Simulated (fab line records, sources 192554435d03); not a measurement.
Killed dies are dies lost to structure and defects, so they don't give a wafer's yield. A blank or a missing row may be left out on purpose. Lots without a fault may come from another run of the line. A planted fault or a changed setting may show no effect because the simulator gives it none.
Which tool did it? | flow n5_finfet | 10 lots, 27 wafers sampled, at 1 step of a route of 1938

WHAT THE GAUGES READ, wafer by wafer
N5_BEOL_M6_INSPECT_13: inspects for defects (brightfield).
lot  | measured     | on                | raw_defect_count
L570 | day 12 08:02 | defect_inspect-01 | 342 292 365
L574 | day 12 16:38 | defect_inspect-02 | 303 374 468
L572 | day 13 03:54 | defect_inspect-02 | 402 388 399
L576 | day 13 13:04 | defect_inspect-02 | 356 562 715
L577 | day 14 14:23 | defect_inspect-02 | 382 407
L581 | day 14 19:22 | defect_inspect-01 | 274 377
L583 | day 15 23:56 | defect_inspect-01 | 281 368
L586 | day 16 06:26 | defect_inspect-01 | 306 378 350
L587 | day 16 06:37 | defect_inspect-02 | 367 309 302
L590 | day 17 06:44 | defect_inspect-01 | 429 417 463

WHICH TOOL RAN EACH LOT (tool, then ch and the chambers of the sampled wafers, then the start)
The record holds no process step before these readings.

WHAT THE TOOLS THEMSELVES READ (means of the sampled wafers that have a number; where no wafer has one, the mark that the record gives instead)
The record holds no such reading with a usual standard deviation.

THE ANSWER, worked out from the rows above alone
Rule: what is usual is taken from the lots themselves. Put in order of their means at a reading, lots are off if they are a third of the lots or fewer, leave a main group of 4 or more, and stand apart from it by a gap of 3 or more times the standard deviation of the main group's means; of several such gaps the widest counts. A main group whose means are all the same, to the digits that the tables above print for the reading, isn't used. A lot without any number at a reading at which 4 lots or more have one is off too. The other lots that the step has rows for count as sound. The gauges are gone through in route order, then the tools' own readings, and for those a lot's mean is taken as printed above. The first step at which some lot is off is used, and at that step the reading that is off furthest; a lot without a number counts as furthest.
No lot is off at any reading shown: from this, nothing can be told.

WHAT THE SIMULATOR HAD PUT IN
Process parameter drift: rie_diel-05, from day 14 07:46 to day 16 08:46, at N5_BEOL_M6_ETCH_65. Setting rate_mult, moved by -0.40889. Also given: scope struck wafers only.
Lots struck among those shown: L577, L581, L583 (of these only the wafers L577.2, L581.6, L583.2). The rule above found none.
